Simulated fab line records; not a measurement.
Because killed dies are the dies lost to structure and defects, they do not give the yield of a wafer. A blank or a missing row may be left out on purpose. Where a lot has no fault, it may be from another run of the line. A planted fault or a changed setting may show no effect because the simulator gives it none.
fab line records / flow n5_finfet
[record] lots = 4 wafers = 11 last_day = 17
route steps=1938 shown BEOL_M1@829 BEOL_M2@841 BEOL_M4@1111 PASSIVATION@1936
lots untouched by any fault: they come from a run of this same line in which no faults occurred
start_h: start of the lot's first displayed wafer, in hours after the record's first day / wait_h: how many hours have passed since the lot's step before this one / " unchanged from the row above / L1.1+2: a row that stands for several wafers / - either no value or no given start / * or withheld: withheld / < > ~ a bound
route shown NAME@n: NAME is a module with steps in the file, n the number in the route of the first one / usual: mean/standard deviation of fault-free wafers / same: alike in all rows / chamber/n: place in a boat / sites: each site's reading / _std_site: their standard deviation / _edge_site: outer sites' mean less inner sites' / radius_mm: for every site, how far away it sits from the centre of the wafer / mask NAME#n: copy n / behind: the last tool/chamber to shape the wafer / hold: what put the lot on hold/how long, in hours/how the hold closed / device: names the non-switching transistor (n, p or np) / end of line: the tests these same wafers got at the end of their route / step lacking rows: just its recipe / killed: at the first sort, the dies lost to defects and structure; wafer yield is something else / map: a wafer's dies, x killed, . not, _ none there
set.NAME: the setting as run; set.NAME@STEP: as run at that earlier step / model.NAME: the simulator's own value behind a step, which no gauge read
certain route steps with their lots: each step a table, each wafer a row
services: from which hour (start_h, from the record's first day; less than 0 if before it) a tool's chamber was out of use, for how many hours, and why
[[steps]]
[step N5_BEOL_M1_ANNEAL_95]
[recipe] temp_c = 400 time_s = 240 ambient = vacuum
[step N5_BEOL_M1_SPUTTER_96]
[recipe] material = Cu target_thk_a = 45 temp_c = -20 chamber_pressure_pa = 0.07 power_w = withheld time_s = 8.29
[step N5_BEOL_M1_ECD_50]
[recipe] material = Cu target_thk_a = 3000
[step N5_BEOL_M1_ANNEAL_51]
[recipe] temp_c = 225 time_s = 90 ambient = N2
[step N5_BEOL_M1_CMP_52]
[recipe] stop_on = SiOC t_overpolish_s = 6.8 down_force_psi = 1 platen_rpm = 50 clearing_platen_down_force_psi = 1.5 clearing_platen_rpm = 50 post_cmp_clean = cu_alkaline target_thk_nm = 40 clearing_platen_pad_velocity_m_s = 0.99484 pad_velocity_m_s = 0.99484
[step N5_BEOL_M1_PRE_CLEAN_60]
[recipe] gas = NH3/H2 time_s = 15 temp_c = * rf_power_w = 300
[step N5_BEOL_M1_CO_CAP_55]
[recipe] material = Co target_thk_a = 20 temp_c = 200 precursor = CCTBA/H2 pressure_torr = 30 time_s = 102.1
[step N5_BEOL_M1_PRE_CLEAN_56]
[recipe] gas = NH3 time_s = 15 temp_c = withheld rf_power_w = 300
[step N5_BEOL_M1_DEP_57]
[recipe] material = SiCN target_thk_a = 80 temp_c = withheld precursor = 3MS/NH3 pressure_torr = 3 rf_w = 202 time_s = 14
[step N5_BEOL_M2_ILD_DEP_00]
[recipe] material = SiOC target_thk_a = 790 temp_c = 350 precursor = DEMS/O2 pressure_torr = 5 rf_w = 500 time_s = 15.3
[usual] chamber_pressure_Torr = 5.001/0.011 heater_power_outer_w = 270/49 heater_power_w = 491/56 showerhead_plenum_p_Torr = 5.686/0.017 throttle_valve_pct = 11.8/0.53
lot.wafer=L584.3 tool=pecvd-02 chamber=0 start_h=214.72 wait_h=0.1 chamber_pressure_Torr=- heater_power_outer_w=- heater_power_w=- showerhead_plenum_p_Torr=- throttle_valve_pct=-
lot.wafer=L584.5 tool=pecvd-02 chamber=1 start_h=214.72 wait_h=0.1 chamber_pressure_Torr=- heater_power_outer_w=- heater_power_w=- showerhead_plenum_p_Torr=- throttle_valve_pct=-
lot.wafer=L584.6 tool=pecvd-02 chamber=0 start_h=214.72 wait_h=0.1 chamber_pressure_Torr=- heater_power_outer_w=- heater_power_w=- showerhead_plenum_p_Torr=- throttle_valve_pct=-
lot.wafer=L585.1 tool=pecvd-02 chamber=0 start_h=217.86 wait_h=0.0 chamber_pressure_Torr=- heater_power_outer_w=- heater_power_w=- showerhead_plenum_p_Torr=- throttle_valve_pct=-
lot.wafer=L585.2 tool=pecvd-02 chamber=1 start_h=217.86 wait_h=0.0 chamber_pressure_Torr=- heater_power_outer_w=- heater_power_w=- showerhead_plenum_p_Torr=- throttle_valve_pct=-
lot.wafer=L585.3 tool=pecvd-02 chamber=0 start_h=217.86 wait_h=0.0 chamber_pressure_Torr=- heater_power_outer_w=- heater_power_w=- showerhead_plenum_p_Torr=- throttle_valve_pct=-
lot.wafer=L592.1 tool=pecvd-01 chamber=2 start_h=240.86 wait_h=0.0 chamber_pressure_Torr=4.988 heater_power_outer_w=267 heater_power_w=453 showerhead_plenum_p_Torr=5.681 throttle_valve_pct=11.0
lot.wafer=L592.3 tool=pecvd-01 chamber=1 start_h=240.86 wait_h=0.0 chamber_pressure_Torr=5.004 heater_power_outer_w=231 heater_power_w=449 showerhead_plenum_p_Torr=5.672 throttle_valve_pct=12.7
lot.wafer=L592.6 tool=pecvd-01 chamber=0 start_h=240.86 wait_h=0.0 chamber_pressure_Torr=4.994 heater_power_outer_w=202 heater_power_w=408 showerhead_plenum_p_Torr=5.693 throttle_valve_pct=11.3
lot.wafer=L594.3 tool=pecvd-02 chamber=0 start_h=251.39 wait_h=0.1 chamber_pressure_Torr=5.001 heater_power_outer_w=282 heater_power_w=542 showerhead_plenum_p_Torr=5.696 throttle_valve_pct=12.0
lot.wafer=L594.6 tool=pecvd-02 chamber=0 start_h=251.39 wait_h=0.1 chamber_pressure_Torr=5.004 heater_power_outer_w=284 heater_power_w=539 showerhead_plenum_p_Torr=5.686 throttle_valve_pct=12.1
[step N5_BEOL_M2_PECVD_72]
[recipe] material = SiO2 target_thk_a = 160 temp_c = 400 precursor = TEOS/O2 pressure_torr = 5.5 rf_w = 450 teos_flow_sccm = 53.8 gas = O2 flow_sccm = 3000 time_s = 18
[step N5_BEOL_M2_HM_DEP_02]
[recipe] material = TiN target_thk_a = 200 temp_c = 25 chamber_pressure_pa = 0.49996
[step N5_BEOL_M2_COAT_61]
[recipe] resist = SOC temp_c = 250 time_s = 60 spin_rpm = 1500 resist_thk_nm = 60
[step N5_BEOL_M2_COAT_62]
[recipe] resist = SiARC temp_c = 220 time_s = 60 spin_rpm = 1500 resist_thk_nm = 12
[step N5_BEOL_M2_COAT_73]
[recipe] resist = underlayer temp_c = 205 time_s = 60 spin_rpm = 1500 resist_thk_nm = 5
[step N5_BEOL_M2_COAT_05]
[recipe] resist = CAR-EUV spin_rpm = 1500 resist_thk_nm = 30
[step N5_BEOL_M2_EBR_07]
[recipe] solvent = PGMEA ebr_width_mm = 1.5
[step N5_BEOL_M2_SOFTBAKE_06]
[recipe] temp_c = 110 time_s = 60 resist = CAR-EUV
[step N5_BEOL_M2_EXPOSE_08]
[recipe] mask_id = M2 na = 0.33 source_shape = dipole sigma_inner = 0.369 sigma_outer = 0.767 polarization = unpolarized dose_mj = 41.25
[step N5_BEOL_M2_PEB_09]
[recipe] peb_temp_c = 100 peb_time_s = 60 resist = CAR-EUV
[step N5_BEOL_M2_DEVELOP_10]
[recipe] develop_time_s = 30 developer = TMAH resist = CAR-EUV rinse_liquid = surfactant_rinse dry = air_spin dev_temp_c = 23
[step N5_BEOL_M2_DESCUM_16]
[recipe] chemistry = O2 time_s = 7 source_power_w = 50 bias_power_w = 20 pressure_mtorr = 20 rf_frequency_hz = 2.712e+07 temp_c = 40 resist = CAR-EUV o2_flow_sccm = 225
[step N5_BEOL_M2_ETCH_74]
[recipe] chemistry = N2/H2 target = underlayer target_depth_a = 65 mask_material = CAR-EUV time_s = 5.2 ion_energy_ev = 200 pressure_mtorr = 30 source_w = 840 bias_w = 150 n2_flow_sccm = 200 h2_flow_sccm = 200 ends = cleared
[step N5_BEOL_M2_ETCH_63]
[recipe] chemistry = CF4 target = SiARC target_depth_a = 156 mask_material = CAR-EUV time_s = 26 ion_energy_ev = 80 pressure_mtorr = 40 source_w = 545 bias_w = 36 Ar_flow_sccm = 100 cf4_flow_sccm = 100 ends = cleared
[step N5_BEOL_M2_ETCH_64]
[recipe] chemistry = N2/H2 target = SOC target_depth_a = 750 overetch_a = 225 mask_material = SiARC temp_c = 40 time_s = 121.9 ion_energy_ev = 200 pressure_mtorr = 30 source_w = 840 bias_w = 150 n2_flow_sccm = 200 h2_flow_sccm = 200
[step N5_BEOL_M2_STRIP_65]
[recipe] chemistry = N2/H2 temp_c = 40 n2_flow_sccm = 200 h2_flow_sccm = 200 rf_frequency_hz = 6e+07
[step N5_BEOL_M2_STRIP_75]
[recipe] chemistry = N2/H2 temp_c = 40 n2_flow_sccm = 200 h2_flow_sccm = 200 rf_frequency_hz = 6e+07
[step N5_BEOL_M2_STRIP_66]
[recipe] chemistry = CF4 resist = SiARC power_w = 300 bias_power_w = 75 pressure_mtorr = 50 cf4_flow_sccm = 150 rf_frequency_hz = 6e+07
[step N5_BEOL_M2_HM_OPEN_17]
[recipe] chemistry = Cl2/BCl3 target_depth_a = 200 overetch_a = 60 target = TiN mask_material = SOC ion_energy_ev = 150 pressure_mtorr = 10 icp_w = 1000 bias_w = 126 Cl2_flow_sccm = 53.25 bcl3_flow_sccm = 21.75 Ar_flow_sccm = 25
[step N5_BEOL_M2_STRIP_19]
[recipe] chemistry = O2 power_w = 400 temp_c = 40 pressure_mtorr = 30 rf_frequency_hz = 6e+07 bias_power_w = 0 overash_fraction = 0.2 o2_flow_sccm = 225
[step N5_BEOL_M2_COAT_67]
[recipe] resist = SOC temp_c = 250 time_s = 60 spin_rpm = 1500 resist_thk_nm = 60
[step N5_BEOL_M2_COAT_68]
[recipe] resist = SiARC temp_c = 220 time_s = 60 spin_rpm = 1500 resist_thk_nm = 12
[step N5_BEOL_M2_COAT_76]
[recipe] resist = underlayer temp_c = 205 time_s = 60 spin_rpm = 1500 resist_thk_nm = 5
[step N5_BEOL_M2_COAT_22]
[recipe] resist = CAR-EUV spin_rpm = 1500 resist_thk_nm = 30
[step N5_BEOL_M2_OCD_MEAS_38]
[usual] trench_depth_nm = 55.7/1.9
lot.wafer=L584.3 tool=ocd-02 chamber=- start_h=222.76 wait_h=- trench_depth_nm=-
lot.wafer=L584.5 tool=ocd-02 chamber=- start_h=222.76 wait_h=- trench_depth_nm=-
lot.wafer=L584.6 tool=ocd-02 chamber=- start_h=222.76 wait_h=- trench_depth_nm=-
lot.wafer=L585.1 tool=ocd-01 chamber=- start_h=222.88 wait_h=- trench_depth_nm=-
lot.wafer=L585.2 tool=ocd-01 chamber=- start_h=222.88 wait_h=- trench_depth_nm=-
lot.wafer=L585.3 tool=ocd-01 chamber=- start_h=222.88 wait_h=- trench_depth_nm=-
lot.wafer=L592.1 tool=ocd-01 chamber=- start_h=247.03 wait_h=- trench_depth_nm=52.0
lot.wafer=L592.3 tool=ocd-01 chamber=- start_h=247.03 wait_h=- trench_depth_nm=57.3
lot.wafer=L592.6 tool=ocd-01 chamber=- start_h=247.03 wait_h=- trench_depth_nm=55.7
lot.wafer=L594.3 tool=ocd-01 chamber=- start_h=269.01 wait_h=- trench_depth_nm=55.1
lot.wafer=L594.6 tool=ocd-01 chamber=- start_h=269.01 wait_h=- trench_depth_nm=57.0
[step N5_BEOL_M4_RC_MEAS_101]
[usual] DIBL_N = 36.2/2.4 DIBL_P = 36.2/2.6 IOFF_N = 0.16/0.045 IOFF_P = 0.21/0.046 ION_N = 674/17 ION_P = 463/11 SS_N = 71.5/0.77 SS_P = 73.1/0.76 VT_N = 250/3.9 VT_P = -250/3.9
lot.wafer=L592.1 tool=prober-02 chamber=0 start_h=279.48 wait_h=0.0 DIBL_N[mV/V]=35.4 DIBL_P[mV/V]=34.5 IOFF_N[nA/um]=0.15 IOFF_P[nA/um]=0.18 ION_N[uA/um]=678 ION_P[uA/um]=461 SS_N[mV/dec]=71.1 SS_P[mV/dec]=72.8 VT_N[mV]=250 VT_P[mV]=-248
lot.wafer=L592.3 tool=prober-02 chamber=0 start_h=279.48 wait_h=0.0 DIBL_N[mV/V]=34.2 DIBL_P[mV/V]=32.9 IOFF_N[nA/um]=0.12 IOFF_P[nA/um]=0.16 ION_N[uA/um]=658 ION_P[uA/um]=452 SS_N[mV/dec]=71.2 SS_P[mV/dec]=73.1 VT_N[mV]=251 VT_P[mV]=-252
lot.wafer=L592.6 tool=prober-02 chamber=0 start_h=279.48 wait_h=0.0 DIBL_N[mV/V]=34.7 DIBL_P[mV/V]=34.9 IOFF_N[nA/um]=0.14 IOFF_P[nA/um]=0.19 ION_N[uA/um]=673 ION_P[uA/um]=457 SS_N[mV/dec]=71.0 SS_P[mV/dec]=72.6 VT_N[mV]=251 VT_P[mV]=-250
lot.wafer=L594.3 tool=prober-02 chamber=0 start_h=294.65 wait_h=0.3 DIBL_N[mV/V]=33.9 DIBL_P[mV/V]=33.7 IOFF_N[nA/um]=0.14 IOFF_P[nA/um]=0.17 ION_N[uA/um]=694 ION_P[uA/um]=471 SS_N[mV/dec]=70.7 SS_P[mV/dec]=73.0 VT_N[mV]=246 VT_P[mV]=-252
lot.wafer=L594.6 tool=prober-02 chamber=0 start_h=294.65 wait_h=0.3 DIBL_N[mV/V]=34.7 DIBL_P[mV/V]=35.6 IOFF_N[nA/um]=0.15 IOFF_P[nA/um]=0.19 ION_N[uA/um]=697 ION_P[uA/um]=473 SS_N[mV/dec]=71.7 SS_P[mV/dec]=72.7 VT_N[mV]=247 VT_P[mV]=-250
[step N5_PASSIVATION_PROBE_49]
[usual] defect_limited_yield = 91.2/1.4 killed_at_M0_to_M3 = 33/9.5 killed_at_M4_up = 13/4.7 killed_at_contacts = 11/5.3 killed_at_front_end = 42/12 killed_at_other = 5/3.3 killed_dies = 104/17 killed_on_rim = 14/4 killed_open = 67/12 killed_short = 33/7.7 sort_bin_5_function = 5.1/0.94 sort_bin_6_memory = 3.3/0.67 sort_n_pass = 1074/24 sort_yield_pct = 91.1/2
[same] gross_dies = 1180 killed_at_back_side = 0 sort_bin_4_leakage[%] = 0 sort_bin_8_speed[%] = 0
lot.wafer=L585.1 tool=prober-02 chamber=- start_h=356.95 wait_h=0.0 defect_limited_yield[%]=0 killed_at_M0_to_M3=1172 killed_at_M4_up=2 killed_at_contacts=1 killed_at_front_end=5 killed_at_other=0 killed_dies=1180 killed_on_rim=152 killed_open=9 killed_short=4 sort_bin_5_function[%]=75.2 sort_bin_6_memory[%]=3.8 sort_n_pass=0 sort_yield_pct[%]=0
lot.wafer=L585.2 tool=prober-02 chamber=- start_h=357.00 wait_h=0.1 defect_limited_yield[%]=0 killed_at_M0_to_M3=1167 killed_at_M4_up=3 killed_at_contacts=0 killed_at_front_end=9 killed_at_other=1 killed_dies=1180 killed_on_rim=152 killed_open=12 killed_short=13 sort_bin_5_function[%]=71.9 sort_bin_6_memory[%]=3.5 sort_n_pass=0 sort_yield_pct[%]=0
lot.wafer=L585.3 tool=prober-02 chamber=- start_h=357.05 wait_h=0.1 defect_limited_yield[%]=0 killed_at_M0_to_M3=1165 killed_at_M4_up=4 killed_at_contacts=0 killed_at_front_end=10 killed_at_other=1 killed_dies=1180 killed_on_rim=152 killed_open=12 killed_short=9 sort_bin_5_function[%]=71.3 sort_bin_6_memory[%]=4.0 sort_n_pass=0 sort_yield_pct[%]=0
lot.wafer=L584.3 tool=prober-01 chamber=- start_h=371.66 wait_h=0.1 defect_limited_yield[%]=0 killed_at_M0_to_M3=1169 killed_at_M4_up=1 killed_at_contacts=3 killed_at_front_end=6 killed_at_other=1 killed_dies=1180 killed_on_rim=152 killed_open=8 killed_short=5 sort_bin_5_function[%]=71.6 sort_bin_6_memory[%]=2.4 sort_n_pass=0 sort_yield_pct[%]=0
lot.wafer=L584.5 tool=prober-01 chamber=- start_h=371.76 wait_h=0.2 defect_limited_yield[%]=0 killed_at_M0_to_M3=1172 killed_at_M4_up=1 killed_at_contacts=3 killed_at_front_end=4 killed_at_other=0 killed_dies=1180 killed_on_rim=152 killed_open=6 killed_short=7 sort_bin_5_function[%]=74.6 sort_bin_6_memory[%]=2.5 sort_n_pass=0 sort_yield_pct[%]=0
lot.wafer=L584.6 tool=prober-01 chamber=- start_h=371.81 wait_h=0.3 defect_limited_yield[%]=0 killed_at_M0_to_M3=1170 killed_at_M4_up=2 killed_at_contacts=3 killed_at_front_end=5 killed_at_other=0 killed_dies=1180 killed_on_rim=152 killed_open=11 killed_short=2 sort_bin_5_function[%]=73.7 sort_bin_6_memory[%]=3.2 sort_n_pass=0 sort_yield_pct[%]=0
lot.wafer=L592.1 tool=prober-02 chamber=- start_h=399.12 wait_h=0.0 defect_limited_yield[%]=93.6 killed_at_M0_to_M3=30 killed_at_M4_up=8 killed_at_contacts=4 killed_at_front_end=32 killed_at_other=1 killed_dies=75 killed_on_rim=6 killed_open=48 killed_short=27 sort_bin_5_function[%]=4.2 sort_bin_6_memory[%]=2.0 sort_n_pass=1105 sort_yield_pct[%]=93.6
lot.wafer=L592.3 tool=prober-02 chamber=- start_h=399.22 wait_h=0.1 defect_limited_yield[%]=93.1 killed_at_M0_to_M3=24 killed_at_M4_up=11 killed_at_contacts=11 killed_at_front_end=27 killed_at_other=9 killed_dies=82 killed_on_rim=9 killed_open=51 killed_short=28 sort_bin_5_function[%]=4.0 sort_bin_6_memory[%]=2.9 sort_n_pass=1098 sort_yield_pct[%]=93.1
lot.wafer=L592.6 tool=prober-02 chamber=- start_h=399.37 wait_h=0.3 defect_limited_yield[%]=92.3 killed_at_M0_to_M3=26 killed_at_M4_up=11 killed_at_contacts=7 killed_at_front_end=38 killed_at_other=9 killed_dies=91 killed_on_rim=15 killed_open=58 killed_short=32 sort_bin_5_function[%]=5.2 sort_bin_6_memory[%]=2.3 sort_n_pass=1089 sort_yield_pct[%]=92.3
// killed by level:class
L585.1 BEOL_M2:lost_pattern=1159 BEOL_M2:area_dep=8 BEOL_M0_SAQP:geometric_particle:open=2 BEOL_M3:geometric_particle:open=2 STI_FIN_REVEAL:geometric_particle:short=1 STI_FIN_REVEAL:geometric_particle:open=1 DUMMY_GATE:geometric_particle:open=1 ILD0:geometric_particle:open=1
L585.2 BEOL_M2:lost_pattern=1148 BEOL_M2:area_dep=6 BEOL_M0_SAQP:geometric_particle:short=4 BEOL_M3:geometric_particle:short=4 BEOL_M4:geometric_particle:open=3 STI_FIN_REVEAL:geometric_particle:open=2 BEOL_M2:geometric_particle:open=2 FIN_SAQP:geometric_particle:short=1
L585.3 BEOL_M2:lost_pattern=1155 BEOL_M2:area_dep=4 FIN_SAQP:geometric_particle:open=3 STI_FIN_REVEAL:geometric_particle:open=3 BEOL_M0_SAQP:geometric_particle:short=3 BEOL_M1:geometric_particle:open=2 BEOL_M4:geometric_particle:open=2 BEOL_M4:geometric_particle:short=2
L584.3 BEOL_M2:lost_pattern=1161 BEOL_M2:area_dep=5 MOL_CONTACT_COAG:geometric_particle:open=3 FIN_SAQP:geometric_particle:open=2 GATE_CUT:geometric_particle:short=2 BEOL_M2:geometric_particle:open=2 FIN_SAQP:geometric_particle:short=1 BEOL_M3:geometric_particle:short=1
L584.5 BEOL_M2:lost_pattern=1158 BEOL_M2:area_dep=9 FIN_SAQP:geometric_particle:short=3 MOL_CONTACT_COAG:geometric_particle:open=2 BEOL_M2:geometric_particle:short=2 MOL_CONTACT_COAG:geometric_particle:short=1 BEOL_M0_SAQP:geometric_particle:open=1 BEOL_M0:geometric_particle:short=1
L584.6 BEOL_M2:lost_pattern=1163 BEOL_M2:area_dep=4 MOL_CONTACT_COAG:geometric_particle:open=3 FIN_SAQP:geometric_particle:open=1 FIN_SAQP:geometric_particle:short=1 DUMMY_GATE:geometric_particle:open=1 SPACER0:geometric_particle:open=1 ILD0:geometric_particle:open=1
L592.1 BEOL_M0_SAQP:geometric_particle:short=12 BEOL_M0_SAQP:geometric_particle:open=10 DUMMY_GATE:geometric_particle:open=6 STI_FIN_REVEAL:geometric_particle:open=6 FIN_SAQP:geometric_particle:short=4 BEOL_M4:geometric_particle:open=4 MOL_CONTACT_COAG:geometric_particle:open=4 STARTING-WAFER:geometric_particle:short=4
L592.3 MOL_CONTACT_COAG:geometric_particle:open=11 STI_FIN_REVEAL:geometric_particle:open=6 BEOL_M0_SAQP:geometric_particle:short=6 STARTING-WAFER:geometric_particle:short=6 FIN_SAQP:geometric_particle:short=4 BEOL_M0_SAQP:geometric_particle:open=4 BEOL_M1:geometric_particle:open=4 BEOL_M2:geometric_particle:open=4
L592.6 BEOL_M0_SAQP:geometric_particle:open=9 FIN_SAQP:geometric_particle:short=8 DUMMY_GATE:geometric_particle:open=7 BEOL_M4:geometric_particle:open=7 MOL_CONTACT_COAG:geometric_particle:open=6 BEOL_M0_SAQP:geometric_particle:short=5 FIN_SAQP:geometric_particle:open=4 GATE_CUT:geometric_particle:short=4
// map L584.3 (x killed, . not)
_________________xxxxxxxxxxxx________________
______________xxxxxxxxxxxxxxxxxx_____________
___________xxxxxxxxxxxxxxxxxxxxxxxx__________
__________xxxxxxxxxxxxxxxxxxxxxxxxxx_________
________xxxxxxxxxxxxxxxxxxxxxxxxxxxxxx_______
_______xxxxxxxxxxxxxxxxxxxxxxxxxxxxxxxx______
______xxxxxxxxxxxxxxxxxxxxxxxxxxxxxxxxxx_____
_____xxxxxxxxxxxxxxxxxxxxxxxxxxxxxxxxxxxx____
____xxxxxxxxxxxxxxxxxxxxxxxxxxxxxxxxxxxxxx___
___xxxxxxxxxxxxxxxxxxxxxxxxxxxxxxxxxxxxxxxx__
___xxxxxxxxxxxxxxxxxxxxxxxxxxxxxxxxxxxxxxxx__
__xxxxxxxxxxxxxxxxxxxxxxxxxxxxxxxxxxxxxxxxxx_
__xxxxxxxxxxxxxxxxxxxxxxxxxxxxxxxxxxxxxxxxxx_
_xxxxxxxxxxxxxxxxxxxxxxxxxxxxxxxxxxxxxxxxxxxx
_xxxxxxxxxxxxxxxxxxxxxxxxxxxxxxxxxxxxxxxxxxxx
_xxxxxxxxxxxxxxxxxxxxxxxxxxxxxxxxxxxxxxxxxxxx
_xxxxxxxxxxxxxxxxxxxxxxxxxxxxxxxxxxxxxxxxxxxx
_xxxxxxxxxxxxxxxxxxxxxxxxxxxxxxxxxxxxxxxxxxxx
_xxxxxxxxxxxxxxxxxxxxxxxxxxxxxxxxxxxxxxxxxxxx
_xxxxxxxxxxxxxxxxxxxxxxxxxxxxxxxxxxxxxxxxxxxx
_xxxxxxxxxxxxxxxxxxxxxxxxxxxxxxxxxxxxxxxxxxxx
__xxxxxxxxxxxxxxxxxxxxxxxxxxxxxxxxxxxxxxxxxx_
__xxxxxxxxxxxxxxxxxxxxxxxxxxxxxxxxxxxxxxxxxx_
___xxxxxxxxxxxxxxxxxxxxxxxxxxxxxxxxxxxxxxxx__
___xxxxxxxxxxxxxxxxxxxxxxxxxxxxxxxxxxxxxxxx__
____xxxxxxxxxxxxxxxxxxxxxxxxxxxxxxxxxxxxxx___
_____xxxxxxxxxxxxxxxxxxxxxxxxxxxxxxxxxxxx____
______xxxxxxxxxxxxxxxxxxxxxxxxxxxxxxxxxx_____
_______xxxxxxxxxxxxxxxxxxxxxxxxxxxxxxxx______
________xxxxxxxxxxxxxxxxxxxxxxxxxxxxxx_______
__________xxxxxxxxxxxxxxxxxxxxxxxxxx_________
___________xxxxxxxxxxxxxxxxxxxxxxxx__________
______________xxxxxxxxxxxxxxxxxx_____________
_________________xxxxxxxxxxxx________________
// map L585.1 (x killed, . not)
_________________xxxxxxxxxxxx________________
______________xxxxxxxxxxxxxxxxxx_____________
___________xxxxxxxxxxxxxxxxxxxxxxxx__________
__________xxxxxxxxxxxxxxxxxxxxxxxxxx_________
________xxxxxxxxxxxxxxxxxxxxxxxxxxxxxx_______
_______xxxxxxxxxxxxxxxxxxxxxxxxxxxxxxxx______
______xxxxxxxxxxxxxxxxxxxxxxxxxxxxxxxxxx_____
_____xxxxxxxxxxxxxxxxxxxxxxxxxxxxxxxxxxxx____
____xxxxxxxxxxxxxxxxxxxxxxxxxxxxxxxxxxxxxx___
___xxxxxxxxxxxxxxxxxxxxxxxxxxxxxxxxxxxxxxxx__
___xxxxxxxxxxxxxxxxxxxxxxxxxxxxxxxxxxxxxxxx__
__xxxxxxxxxxxxxxxxxxxxxxxxxxxxxxxxxxxxxxxxxx_
__xxxxxxxxxxxxxxxxxxxxxxxxxxxxxxxxxxxxxxxxxx_
_xxxxxxxxxxxxxxxxxxxxxxxxxxxxxxxxxxxxxxxxxxxx
_xxxxxxxxxxxxxxxxxxxxxxxxxxxxxxxxxxxxxxxxxxxx
_xxxxxxxxxxxxxxxxxxxxxxxxxxxxxxxxxxxxxxxxxxxx
_xxxxxxxxxxxxxxxxxxxxxxxxxxxxxxxxxxxxxxxxxxxx
_xxxxxxxxxxxxxxxxxxxxxxxxxxxxxxxxxxxxxxxxxxxx
_xxxxxxxxxxxxxxxxxxxxxxxxxxxxxxxxxxxxxxxxxxxx
_xxxxxxxxxxxxxxxxxxxxxxxxxxxxxxxxxxxxxxxxxxxx
_xxxxxxxxxxxxxxxxxxxxxxxxxxxxxxxxxxxxxxxxxxxx
__xxxxxxxxxxxxxxxxxxxxxxxxxxxxxxxxxxxxxxxxxx_
__xxxxxxxxxxxxxxxxxxxxxxxxxxxxxxxxxxxxxxxxxx_
___xxxxxxxxxxxxxxxxxxxxxxxxxxxxxxxxxxxxxxxx__
___xxxxxxxxxxxxxxxxxxxxxxxxxxxxxxxxxxxxxxxx__
____xxxxxxxxxxxxxxxxxxxxxxxxxxxxxxxxxxxxxx___
_____xxxxxxxxxxxxxxxxxxxxxxxxxxxxxxxxxxxx____
______xxxxxxxxxxxxxxxxxxxxxxxxxxxxxxxxxx_____
_______xxxxxxxxxxxxxxxxxxxxxxxxxxxxxxxx______
________xxxxxxxxxxxxxxxxxxxxxxxxxxxxxx_______
__________xxxxxxxxxxxxxxxxxxxxxxxxxx_________
___________xxxxxxxxxxxxxxxxxxxxxxxx__________
______________xxxxxxxxxxxxxxxxxx_____________
_________________xxxxxxxxxxxx________________
[[services]]
tool=pecvd-02 chamber=2 start_h=196.13 hours=23.6 kind=repair
tool=pecvd-01 chamber=2 start_h=202.38 hours=- kind=clean
tool=pecvd-01 chamber=2 start_h=202.38 hours=- kind=consumable_replace:showerhead
tool=pecvd-01 chamber=2 start_h=202.38 hours=29.0 kind=scheduled_down
tool=pecvd-01 chamber=2 start_h=202.38 hours=29.0 kind=vent_cycle
tool=pecvd-02 chamber=2 start_h=250.05 hours=17.9 kind=repair
[[key]]
[first_sign] step = N5_BEOL_M2_ILD_DEP_00 reading = tool_record direction = missing
[effect] step = N5_BEOL_M2_OCD_MEAS_38 reading = trench_depth_nm direction = missing
[effect] step = N5_PASSIVATION_PROBE_49 reading = killed_at_M0_to_M3 direction = up sigmas = 99+ usual = 33 struck = 1169
met_at N5_BEOL_M2_ILD_DEP_00
struck_wafers L584.3,L584.5,L584.6,L585.1,L585.2,L585.3
later_rows_left_out L584.3,L584.5,L584.6,L585.1,L585.2,L585.3
[fault] kind = skipped_step_whole tool = pecvd-02 chamber = - onset_h = 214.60 steps = N5_BEOL_M2_ILD_DEP_00 scope = struck_lots_only
// later_rows_left_out: the simulator's readings of these wafers behind a module that went badly wrong aren't trusted and aren't shown, but for the sort
